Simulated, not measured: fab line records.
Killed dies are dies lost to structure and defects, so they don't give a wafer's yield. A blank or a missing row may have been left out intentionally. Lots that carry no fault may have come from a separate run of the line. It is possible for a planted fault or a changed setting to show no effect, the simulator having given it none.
fab line records -- flow nand_harc
record: lots: 6, wafers: 18, last_day: 23
route steps=1159 shown A_M0@1023 A_M1@1026
lots that met no fault: from a run of the same line without faults
start_h: hours from the record's opening day to when the first of the lot's shown wafers began -- wait_h: hours elapsed since this lot's preceding step -- " identical to the entry in the row above -- L1.1+2: a single row standing in for several wafers -- - no value present, or no start provided -- * or withheld: withheld -- < > ~ a bound
route shown NAME@n: NAME is a module with steps in the file, n the number in the route of the first one -- usual: mean/standard deviation taken from wafers without a fault -- same: alike in all rows -- chamber/n: place in a boat -- sites: per-site readings -- _std_site: their standard deviation -- _edge_site: the outer-site mean with the inner-site mean subtracted -- radius_mm: how far each site lies from the wafer's centre -- mask NAME#n: copy n -- behind: tool/chamber where the wafer was last shaped -- hold: what put the lot on hold/how long, in hours/how the hold closed -- device: the transistor (n, p or np) that didn't switch -- end of line: the same wafers' tests at the end of the route -- where a step has no rows: the recipe by itself -- killed: the dies lost at the first sort to structure and to defects; this is not the yield of the wafer -- map: shows each die of a wafer: x if killed, . if not, _ if none is there
set.NAME: the setting as run; set.NAME@STEP: as run at that earlier step -- model.NAME: the simulator's own value behind a step, which no gauge read
lots seen at some steps along the route; tables by step, rows by wafer
services: from which hour (start_h, from the record's first day; less than 0 if before it) a tool's chamber was out of use, for how many hours, and why
== steps ==
step: NHARC_A_M0_INSPECT_27
usual: raw_defect_count: 477/130
lot.wafer,tool,chamber,start_h,wait_h,raw_defect_count
L739.1,defect_inspect-01,-,407.94,0.0,838
L739.4,defect_inspect-01,-,407.94,0.0,677
L739.6,defect_inspect-01,-,407.94,0.0,612
L737.1,defect_inspect-01,-,415.81,0.0,549
L737.4,defect_inspect-01,-,415.81,0.0,512
L737.6,defect_inspect-01,-,415.81,0.0,624
L744.2,defect_inspect-01,-,455.84,0.0,528
L744.5,defect_inspect-01,-,455.84,0.0,560
L744.6,defect_inspect-01,-,455.84,0.0,511
L750.1,defect_inspect-02,-,481.50,0.0,447
L750.3,defect_inspect-02,-,481.50,0.0,711
L750.5,defect_inspect-02,-,481.50,0.0,583
L753.1,defect_inspect-01,-,511.20,0.0,436
L753.2,defect_inspect-01,-,511.20,0.0,351
L753.6,defect_inspect-01,-,511.20,0.0,359
L754.1,defect_inspect-02,-,511.54,0.0,367
L754.3,defect_inspect-02,-,511.54,0.0,404
L754.6,defect_inspect-02,-,511.54,0.0,414
step: NHARC_A_M0_PRE_CLEAN_31
recipe: time_s: 12, temp_c: 370, rf_power_w: 300, gas: NH3
usual: heater_power_w: 672/86
lot.wafer,tool,chamber,start_h,wait_h,heater_power_w
L739.1,pecvd-02,2,408.03,0.1,615
L739.6,pecvd-02,2,408.03,0.1,630
L739.4,pecvd-02,1,408.03,0.1,635
L737.1,pecvd-03,2,415.88,0.1,718
L737.6,pecvd-03,2,415.88,0.1,709
L737.4,pecvd-03,1,415.88,0.1,703
L744.2,pecvd-04,2,455.93,0.1,716
L744.6,pecvd-04,0,455.93,0.1,823
L744.5,pecvd-04,2,455.93,0.1,711
L750.1,pecvd-04,1,481.57,0.1,704
L750.3,pecvd-04,0,481.57,0.1,738
L750.5,pecvd-04,0,481.57,0.1,745
L753.1,pecvd-04,0,511.27,0.1,681
L753.2,pecvd-04,2,511.27,0.1,777
L753.6,pecvd-04,0,511.27,0.1,702
L754.3,pecvd-03,0,511.61,0.1,599
L754.1,pecvd-03,2,511.61,0.1,766
L754.6,pecvd-03,2,511.61,0.1,780
step: NHARC_A_M0_DEP_32
recipe: target_thk_a: 300, temp_c: 370, target_thk_nm: 30, pressure_torr: 3, flow_sccm: 200, rf_w: 450, material: SiCN
usual: chamber_pressure_Torr: 3.000/0.0068, heater_power_w: 612/78
lot.wafer,tool,chamber,start_h,wait_h,chamber_pressure_Torr,heater_power_w
L739.1,pecvd-02,2,408.11,0.1,2.992,567
L739.6,pecvd-02,2,408.11,0.1,3.002,568
L739.4,pecvd-02,1,408.11,0.1,3.015,544
L737.1,pecvd-03,2,415.96,0.1,2.999,655
L737.6,pecvd-03,2,415.96,0.1,2.991,673
L737.4,pecvd-03,1,415.96,0.1,2.999,756
L744.2,pecvd-04,2,456.07,0.1,3.004,650
L744.6,pecvd-04,0,456.07,0.1,2.998,723
L744.5,pecvd-04,2,456.07,0.1,2.995,657
L750.1,pecvd-04,1,481.65,0.1,3.004,671
L750.3,pecvd-04,0,481.65,0.1,3.005,703
L750.5,pecvd-04,0,481.65,0.1,2.996,703
L753.1,pecvd-04,0,511.35,0.1,2.995,646
L753.2,pecvd-04,2,511.35,0.1,2.986,721
L753.6,pecvd-04,0,511.35,0.1,3.001,655
L754.3,pecvd-03,0,511.68,0.1,3.001,553
L754.1,pecvd-03,2,511.68,0.1,3.005,613
L754.6,pecvd-03,2,511.68,0.1,2.999,639
step: NHARC_A_M1_DEP_00
recipe: target_thk_a: 1825, target_thk_nm: 182.5, temp_c: withheld, pressure_torr: 5, flow_sccm: 200, rf_w: 600, material: SiOC
step: NHARC_A_M1_DEHYDRATE_01
recipe: temp_c: 150, time_s: 120
step: NHARC_A_M1_HMDS_02
recipe: time_s: 30
step: NHARC_A_M1_COAT_34
recipe: temp_c: 200, time_s: 65
step: NHARC_A_M1_COAT_03
recipe: spin_rpm: 1500, resist_thk_nm: 90
step: NHARC_A_M1_SOFTBAKE_04
recipe: temp_c: 105, time_s: 55
step: NHARC_A_M1_EBR_05
step: NHARC_A_M1_EXPOSE_06
recipe: na: 1.35, target_cd_nm: 120, dose_mj: 75.13, mask_id: A_M1
step: NHARC_A_M1_PEB_07
recipe: peb_temp_c: 100, peb_time_s: 65
usual: heater_power_total_W: 156.5/0.42, plate_temp_C: 100.03/0.12
lot.wafer,tool,chamber,start_h,wait_h,heater_power_total_W,plate_temp_C
L739.1,litho_track-04,0,409.29,0.1,156.5,100.15
L739.4,litho_track-04,0,409.29,0.1,156.2,100.04
L739.6,litho_track-04,0,409.29,0.1,156.3,100.12
L737.1,litho_track-01,0,417.16,0.1,134.0,89.75
L737.4,litho_track-01,0,417.16,0.1,134.2,89.88
L737.6,litho_track-01,0,417.16,0.1,134.4,89.90
L744.2,litho_track-01,0,457.16,0.1,135.1,89.79
L744.5,litho_track-01,0,457.16,0.1,134.6,89.73
L744.6,litho_track-01,0,457.16,0.1,135.1,89.68
L750.1,litho_track-06,0,482.79,0.1,156.6,99.82
L750.3,litho_track-06,0,482.79,0.1,156.2,100.12
L750.5,litho_track-06,0,482.79,0.1,157.1,99.69
L753.1,litho_track-01,0,512.49,0.1,156.8,99.90
L753.2,litho_track-01,0,512.49,0.1,156.5,100.02
L753.6,litho_track-01,0,512.49,0.1,156.1,99.99
L754.1,litho_track-04,0,512.86,0.1,156.9,100.20
L754.3,litho_track-04,0,512.86,0.1,156.6,100.03
L754.6,litho_track-04,0,512.86,0.1,156.0,99.92
step: NHARC_A_M1_DEVELOP_08
recipe: develop_time_s: 35, dev_temp_c: 23
step: NHARC_A_M1_CD_MEAS_09
recipe: target_cd_nm: 120, landing_energy_ev: 500
usual: cd_nm: 119.6/0.69
same: landing_energy_ev: 500
lot.wafer,tool,chamber,start_h,wait_h,cd_nm
L739.1,cd_sem-01,0,409.37,-,120.8
L739.4,cd_sem-01,0,409.37,-,120.2
L739.6,cd_sem-01,0,409.37,-,120.4
L737.1,cd_sem-01,0,417.23,-,71.4
L737.4,cd_sem-01,0,417.23,-,70.8
L737.6,cd_sem-01,0,417.23,-,71.0
L744.2,cd_sem-03,0,457.24,-,77.5
L744.5,cd_sem-03,0,457.24,-,76.3
L744.6,cd_sem-03,0,457.24,-,76.7
L750.1,cd_sem-01,0,482.86,-,118.9
L750.3,cd_sem-01,0,482.86,-,119.2
L750.5,cd_sem-01,0,482.86,-,120.2
L753.1,cd_sem-02,0,512.57,-,118.8
L753.2,cd_sem-02,0,512.57,-,119.6
L753.6,cd_sem-02,0,512.57,-,118.1
L754.1,cd_sem-02,0,512.94,-,120.2
L754.3,cd_sem-02,0,512.94,-,120.6
L754.6,cd_sem-02,0,512.94,-,120.7
step: NHARC_A_M1_OVL_MEAS_10
recipe: pitch_nm: 240
usual: overlay_x_nm: -0.1/0.88, overlay_y_nm: 0.2/0.8
lot.wafer,tool,chamber,start_h,wait_h,overlay_x_nm,overlay_y_nm
L739.1,overlay-01,-,409.46,-,-1.2,0.2
L739.4,overlay-01,-,409.46,-,-1.2,0.7
L739.6,overlay-01,-,409.46,-,-0.9,0.4
L737.1,overlay-02,-,417.34,-,0.0,-0.3
L737.4,overlay-02,-,417.34,-,0.0,-0.1
L737.6,overlay-02,-,417.34,-,-0.3,-0.6
L744.2,overlay-01,-,457.33,-,1.1,1.6
L744.5,overlay-01,-,457.33,-,1.4,1.5
L744.6,overlay-01,-,457.33,-,1.4,1.2
L750.1,overlay-02,-,482.95,-,-0.5,0.0
L750.3,overlay-02,-,482.95,-,-1.1,-0.3
L750.5,overlay-02,-,482.95,-,-1.1,-0.7
L753.1,overlay-01,-,512.66,-,-0.3,-1.2
L753.2,overlay-01,-,512.66,-,-0.7,-1.2
L753.6,overlay-01,-,512.66,-,-0.1,-0.7
L754.1,overlay-01,-,513.03,-,-0.3,0.6
L754.3,overlay-01,-,513.03,-,0.2,0.4
L754.6,overlay-01,-,513.03,-,0.0,0.9
step: NHARC_A_M1_INSPECT_11
usual: raw_defect_count: 33/14
lot.wafer,tool,chamber,start_h,wait_h,raw_defect_count
L739.1,defect_inspect-02,-,409.49,0.0,32
L739.4,defect_inspect-02,-,409.49,0.0,34
L739.6,defect_inspect-02,-,409.49,0.0,35
L737.1,defect_inspect-01,-,417.37,0.0,34
L737.4,defect_inspect-01,-,417.37,0.0,19
L737.6,defect_inspect-01,-,417.37,0.0,22
L744.2,defect_inspect-01,-,457.36,0.0,40
L744.5,defect_inspect-01,-,457.36,0.0,44
L744.6,defect_inspect-01,-,457.36,0.0,40
L750.1,defect_inspect-01,-,482.99,0.0,46
L750.3,defect_inspect-01,-,482.99,0.0,49
L750.5,defect_inspect-01,-,482.99,0.0,58
L753.1,defect_inspect-02,-,512.69,0.0,25
L753.2,defect_inspect-02,-,512.69,0.0,14
L753.6,defect_inspect-02,-,512.69,0.0,17
L754.1,defect_inspect-02,-,513.06,0.0,60
L754.3,defect_inspect-02,-,513.06,0.0,72
L754.6,defect_inspect-02,-,513.06,0.0,60
step: NHARC_A_M1_DESCUM_14
recipe: time_s: 3, o2_flow_sccm: 200, ar_flow_sccm: 0, bias_power_w: 0, chemistry: O2
usual: drypump_motor_current_A: 5.6/0.45, oes_product_au: 1.000/0.0088, rf_vpp_V: 57.7/0.88, showerhead_plenum_p_Torr: 1.92/0.072, throttle_valve_pct: 11.311/0.0091
lot.wafer,tool,chamber,start_h,wait_h,drypump_motor_current_A,oes_product_au,rf_hours_counter_h,rf_vpp_V,showerhead_plenum_p_Torr,throttle_valve_pct,model.A_M1.cd_nm
L739.1,rie_diel-05,0,409.56,0.1,5.8,0.994,3,58.2,1.85,11.316,121
L739.4,rie_diel-05,1,409.56,0.1,6.6,1.010,4,57.0,1.98,11.312,120.6
L739.6,rie_diel-05,3,409.56,0.1,5.8,1.004,-,57.0,1.88,11.319,121.5
L737.4,rie_diel-05,1,417.44,0.1,6.5,0.997,4,59.2,1.98,11.298,71.05
L737.1,rie_diel-05,3,417.44,0.1,5.8,1.001,4,58.1,1.88,11.319,71.94
L737.6,rie_diel-05,0,417.44,0.1,5.7,1.003,-,56.6,1.85,11.312,71.1
L744.2,rie_diel-05,2,457.44,0.1,6.5,0.991,6,58.1,1.91,11.312,77.8
L744.6,rie_diel-05,0,457.44,0.1,5.7,0.990,-,57.6,1.85,11.311,76.98
L744.5,rie_diel-05,1,457.44,0.1,6.5,1.001,-,57.0,1.98,11.315,76.59
L750.1,rie_diel-09,1,483.06,0.1,5.7,1.008,1,58.2,1.97,11.314,118.4
L750.3,rie_diel-09,3,483.06,0.1,5.9,0.990,1,58.0,1.83,11.304,120.3
L750.5,rie_diel-09,1,483.06,0.1,5.6,0.998,-,56.7,1.97,11.301,119.6
L753.2,rie_diel-07,3,512.76,0.1,5.2,0.989,7,57.0,1.81,11.306,119.6
L753.1,rie_diel-07,0,512.76,0.1,5.0,1.003,7,57.3,1.99,11.311,118.4
L753.6,rie_diel-07,3,512.76,0.1,5.2,0.985,-,58.0,1.81,11.313,118.5
L754.1,rie_diel-05,1,513.12,0.1,6.5,0.995,9,58.1,1.98,11.304,119.7
L754.3,rie_diel-05,3,513.12,0.1,5.7,1.005,9,56.8,1.88,11.299,120.9
L754.6,rie_diel-05,2,513.12,0.1,6.5,0.999,-,58.4,1.91,11.312,121.4
step: NHARC_A_M1_ETCH_35
recipe: target_depth_a: 400, overetch_a: 120, time_s: 43.94, ion_energy_ev: 200, n2_flow_sccm: 150, h2_flow_sccm: 150, ar_flow_sccm: 0, rf_w: 400, bias_w: 150, chemistry: N2/H2
usual: drypump_motor_current_A: 5.7/0.44, oes_product_au: 1.002/0.0089, rf_vpp_V: 430.8/2.3, showerhead_plenum_p_Torr: 2.05/0.078, throttle_valve_pct: 14.170/0.0096
lot.wafer,tool,chamber,start_h,wait_h,drypump_motor_current_A,oes_product_au,rf_hours_counter_h,rf_vpp_V,showerhead_plenum_p_Torr,throttle_valve_pct
L739.1,rie_diel-05,2,409.64,0.1,6.5,0.994,4.2,430.5,2.04,14.173
L739.4,rie_diel-05,3,409.64,0.1,5.8,1.012,3.5,428.8,2.01,14.163
L739.6,rie_diel-05,1,409.64,0.1,6.5,1.002,-,433.0,2.11,14.166
L737.4,rie_diel-05,1,417.52,0.1,6.6,1.002,4.4,434.2,2.11,14.180
L737.1,rie_diel-05,3,417.52,0.1,5.8,1.003,3.9,429.0,2.01,14.164
L737.6,rie_diel-05,0,417.52,0.1,5.8,1.012,-,428.8,1.97,14.159
L744.2,rie_diel-05,1,457.51,0.1,6.5,1.005,6.2,432.3,2.11,14.154
L744.5,rie_diel-05,0,457.51,0.1,5.7,0.992,-,429.8,1.96,14.176
L744.6,rie_diel-05,1,457.51,0.1,6.5,1.003,-,431.2,2.11,14.179
L750.3,rie_diel-09,2,483.14,0.1,5.4,1.007,1.0,435.8,2.20,14.164
L750.1,rie_diel-09,0,483.14,0.1,5.2,1.010,1.0,430.0,1.99,14.162
L750.5,rie_diel-09,2,483.14,0.1,5.3,0.996,-,434.9,2.20,14.176
L753.2,rie_diel-07,1,512.84,0.1,5.4,1.000,6.2,431.4,2.07,14.166
L753.1,rie_diel-07,2,512.84,0.1,5.4,0.992,6.8,431.6,2.09,14.167
L753.6,rie_diel-07,1,512.84,0.1,5.4,1.000,-,432.3,2.07,14.165
L754.3,rie_diel-05,0,513.24,0.1,5.7,0.988,8.9,428.6,1.96,14.169
L754.1,rie_diel-05,1,513.24,0.1,6.5,0.997,9.0,431.9,2.11,14.174
L754.6,rie_diel-05,0,513.24,0.1,5.8,0.988,-,428.5,1.96,14.174
step: NHARC_A_M1_ETCH_15
recipe: target_depth_a: 1825, time_s: 91.2, c4f8_flow_sccm: withheld, ar_flow_sccm: 400, rf_w: 600, bias_w: 300, chemistry: C4F8/Ar
usual: oes_product_au: 0.960/0.023, rf_vpp_V: 441.1/2.4
lot.wafer,tool,chamber,start_h,wait_h,oes_product_au,rf_hours_counter_h,rf_vpp_V
L739.1,rie_diel-05,1,-,-,0.924,4.1,442.2
L739.4,rie_diel-05,2,-,-,0.919,4.2,441.1
L739.6,rie_diel-05,1,-,-,0.925,-,442.5
L737.1,rie_diel-05,3,-,-,0.983,3.9,440.1
L737.4,rie_diel-05,0,-,-,0.957,3.9,439.2
L737.6,rie_diel-05,0,-,-,0.963,-,439.4
L744.2,rie_diel-05,2,-,-,0.969,6.5,441.0
L744.6,rie_diel-05,3,-,-,0.989,-,440.8
L744.5,rie_diel-05,0,-,-,0.959,-,438.1
L750.3,rie_diel-09,2,-,-,0.991,1.1,444.9
L750.1,rie_diel-09,1,-,-,0.966,0.9,443.9
L750.5,rie_diel-09,2,-,-,0.979,-,445.3
L753.2,rie_diel-07,1,-,-,0.939,6.3,442.7
L753.1,rie_diel-07,2,-,-,0.925,6.8,443.3
L753.6,rie_diel-07,1,-,-,0.928,-,441.9
L754.3,rie_diel-05,0,-,-,0.962,8.9,439.1
L754.1,rie_diel-05,2,-,-,0.936,9.3,440.7
L754.6,rie_diel-05,3,-,-,0.961,-,438.4
step: NHARC_A_M1_CD_MEAS_16
usual: cd_nm: 119.7/0.86
lot.wafer,tool,chamber,start_h,wait_h,cd_nm
L739.1,cd_sem-01,-,409.86,-,120.5
L739.4,cd_sem-01,-,409.86,-,120.0
L739.6,cd_sem-01,-,409.86,-,121.3
L737.1,cd_sem-02,-,417.74,-,72.4
L737.4,cd_sem-02,-,417.74,-,71.2
L737.6,cd_sem-02,-,417.74,-,71.8
L744.2,cd_sem-02,-,457.73,-,77.9
L744.5,cd_sem-02,-,457.73,-,76.7
L744.6,cd_sem-02,-,457.73,-,77.2
L750.1,cd_sem-02,-,483.35,-,118.6
L750.3,cd_sem-02,-,483.35,-,120.2
L750.5,cd_sem-02,-,483.35,-,119.6
L753.1,cd_sem-01,-,513.06,-,117.9
L753.2,cd_sem-01,-,513.06,-,118.9
L753.6,cd_sem-01,-,513.06,-,117.9
L754.1,cd_sem-03,-,513.45,-,119.8
L754.3,cd_sem-03,-,513.45,-,121.3
L754.6,cd_sem-03,-,513.45,-,121.6
step: NHARC_A_M1_STRIP_18
recipe: power_w: 1000, n2_flow_sccm: 150, h2_flow_sccm: 150, ar_flow_sccm: 0, bias_w: 0, chemistry: N2/H2
usual: drypump_motor_current_A: 5.7/0.47, oes_product_au: 1.000/0.0096, rf_vpp_V: 90.7/1, showerhead_plenum_p_Torr: 2.05/0.075, throttle_valve_pct: 14.172/0.0088
lot.wafer,tool,chamber,start_h,wait_h,drypump_motor_current_A,oes_product_au,rf_hours_counter_h,rf_vpp_V,showerhead_plenum_p_Torr,throttle_valve_pct
L739.1,rie_diel-05,1,409.98,0.1,6.6,1.003,4.1,89.6,2.11,14.190
L739.4,rie_diel-05,2,409.98,0.1,6.5,0.996,4.3,91.7,2.04,14.165
L739.6,rie_diel-05,0,409.98,0.1,5.7,1.010,-,89.3,1.97,14.177
L737.1,rie_diel-07,0,417.84,0.1,5.0,1.019,0.7,91.1,2.13,14.180
L737.4,rie_diel-07,1,417.84,0.1,5.4,1.017,0.5,89.5,2.07,14.168
L737.6,rie_diel-07,0,417.84,0.1,5.1,1.010,-,91.6,2.13,14.174
L744.2,rie_diel-07,0,457.88,0.1,5.1,1.020,3.6,93.0,2.13,14.174
L744.6,rie_diel-07,1,457.88,0.1,5.4,1.020,-,91.5,2.07,14.156
L744.5,rie_diel-07,2,457.88,0.1,5.4,0.999,-,89.7,2.09,14.165
L750.3,rie_diel-09,3,483.43,0.1,5.9,1.005,1.2,89.4,1.95,14.182
L750.1,rie_diel-09,1,483.43,0.1,5.6,1.004,0.9,92.9,2.10,14.172
L750.5,rie_diel-09,3,483.43,0.1,5.9,0.988,-,90.2,1.95,14.150
L753.2,rie_diel-07,2,513.16,0.1,5.5,0.989,6.8,91.2,2.09,14.177
L753.1,rie_diel-07,3,513.16,0.1,5.2,0.985,7.1,90.1,1.93,14.172
L753.6,rie_diel-07,1,513.16,0.1,5.4,1.002,-,90.5,2.07,14.176
L754.3,rie_diel-05,3,513.53,0.1,5.8,1.003,9.2,90.6,2.00,14.172
L754.1,rie_diel-05,0,513.53,0.1,5.7,1.003,9.0,90.2,1.96,14.175
L754.6,rie_diel-05,3,513.53,0.1,5.8,1.005,-,89.9,2.00,14.168
step: NHARC_A_M1_ETCH_28
recipe: target_depth_a: 300, over_etch_frac: 0.3, time_s: 72.99, ion_energy_ev: 150, cf4_flow_sccm: 50, n2_flow_sccm: 100, ar_flow_sccm: 150, rf_w: 300, bias_w: 100, chemistry: CF4/N2
usual: drypump_motor_current_A: 5.7/0.48, oes_product_au: 1.000/0.0097, rf_vpp_V: 314.1/1.7, showerhead_plenum_p_Torr: 2.63/0.091, throttle_valve_pct: 19.793/0.0092
lot.wafer,tool,chamber,start_h,wait_h,drypump_motor_current_A,oes_product_au,rf_hours_counter_h,rf_vpp_V,showerhead_plenum_p_Torr,throttle_valve_pct,model.A_M1.cd_nm
L739.4,rie_diel-05,1,-,-,6.5,0.997,4.2,315.0,2.71,19.807,119.6
L739.1,rie_diel-05,3,-,-,5.8,0.996,3.5,313.6,2.59,19.797,120.2
L739.6,rie_diel-05,1,-,-,6.5,0.998,-,314.0,2.71,19.791,121.6
L737.1,rie_diel-07,0,-,-,5.1,1.023,0.8,315.6,2.73,19.780,71.71
L737.4,rie_diel-07,2,-,-,5.4,0.996,0.5,314.3,2.69,19.791,70.65
L737.6,rie_diel-07,0,-,-,5.1,1.025,-,316.3,2.73,19.795,70.38
L744.2,rie_diel-07,1,-,-,5.4,1.020,3.2,314.0,2.66,19.789,77.83
L744.5,rie_diel-07,3,-,-,5.2,1.010,-,313.8,2.49,19.784,76.32
L744.6,rie_diel-07,0,-,-,5.1,1.018,-,314.6,2.73,19.803,77.34
L750.1,rie_diel-09,2,-,-,5.3,1.000,1.1,316.8,2.81,19.804,117.9
L750.3,rie_diel-09,1,-,-,5.7,1.009,1.0,315.3,2.70,19.792,119.9
L750.5,rie_diel-09,2,-,-,5.3,1.001,-,317.6,2.81,19.811,119.3
L753.1,rie_diel-07,3,-,-,5.2,0.986,7.1,314.0,2.49,19.784,117.7
L753.2,rie_diel-07,1,-,-,5.4,0.997,6.4,316.0,2.66,19.799,118.4
L753.6,rie_diel-07,0,-,-,5.1,1.023,-,315.8,2.73,19.802,117.6
L754.3,rie_diel-05,3,-,-,5.8,1.000,9.2,313.2,2.58,19.792,121.5
L754.1,rie_diel-05,1,-,-,6.6,0.989,9.1,315.5,2.71,19.805,119.9
L754.6,rie_diel-05,3,-,-,5.8,1.003,-,313.3,2.58,19.795,121.5
step: NHARC_A_M1_STRIP_19
recipe: time_s: 600, temp_c: 30, chemistry: post_etch_residue_remover
== services ==
tool,chamber,start_h,hours,kind
rie_diel-05,-,384.09,0.5,repair
rie_diel-09,1,394.64,2.1,repair
rie_diel-05,0,398.84,-,clean
rie_diel-05,1,398.84,-,clean
rie_diel-05,2,398.84,-,clean
rie_diel-05,3,398.84,-,clean
rie_diel-07,-,405.24,9.0,pm
rie_diel-05,0,423.34,-,clean
rie_diel-05,1,423.34,-,clean
rie_diel-05,2,423.34,-,clean
rie_diel-05,3,423.34,-,clean
rie_diel-09,-,431.10,9.0,pm
litho_track-01,-,443.00,7.0,pm
rie_diel-05,0,447.84,-,clean
rie_diel-05,1,447.84,-,clean
rie_diel-05,2,447.84,-,clean
rie_diel-05,3,447.84,-,clean
pecvd-03,-,466.24,0.9,repair
litho_track-06,-,467.00,7.0,pm
pecvd-03,-,473.43,13.0,pm
rie_diel-07,3,489.96,2.9,repair
litho_track-04,-,491.00,7.0,pm
rie_diel-07,1,492.59,5.1,repair
rie_diel-09,1,494.83,5.1,repair
== key ==
first_sign: step: NHARC_A_M1_PEB_07, reading: plate_temp_C, direction: down, sigmas: 89, usual: *, struck: *
effect: step: NHARC_A_M1_PEB_07, reading: heater_power_total_W, direction: down, sigmas: 52, usual: *, struck: *
effect: step: NHARC_A_M1_CD_MEAS_09, reading: cd_nm, direction: down, sigmas: 66, usual: 119.6, struck: 74.0, through: control_loop
effect: step: NHARC_A_M1_CD_MEAS_16, reading: cd_nm, direction: down, sigmas: 53, usual: 119.7, struck: 74.5, through: control_loop
model_effect: step: NHARC_A_M1_DESCUM_14, value: A_M1.cd_nm, without: 119.3, struck: 74.24
model_effect: step: NHARC_A_M1_ETCH_28, value: A_M1.cd_nm, without: 119.1, struck: 74.04
met_at NHARC_A_M1_PEB_07
struck_wafers L737.1,L737.4,L737.6,L744.2,L744.5,L744.6
later_rows_left_out L737.1,L737.4,L737.6,L744.2,L744.5,L744.6
sort_left_out L737.1,L737.4,L737.6,L744.2,L744.5,L744.6
loop_trim: step: NHARC_A_M1_EXPOSE_06, setting: dose, lots: L744
fault: kind: process_parameter_drift, tool: litho_track-01, chamber: -, onset_h: 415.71, steps: NHARC_A_M1_PEB_07, channel: peb_temp_c, offset: *, shape: step, end_h: 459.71, acts_in: *, stated: *
sort_left_out: the simulated sort isn't trusted on such a fault, so these wafers' sort isn't shown, and their yield isn't known
later_rows_left_out: the simulator's readings of these wafers behind a module that went badly wrong aren't trusted and aren't shown, but for the sort
loop_trim: a control loop set the setting to another value than it would have without faults
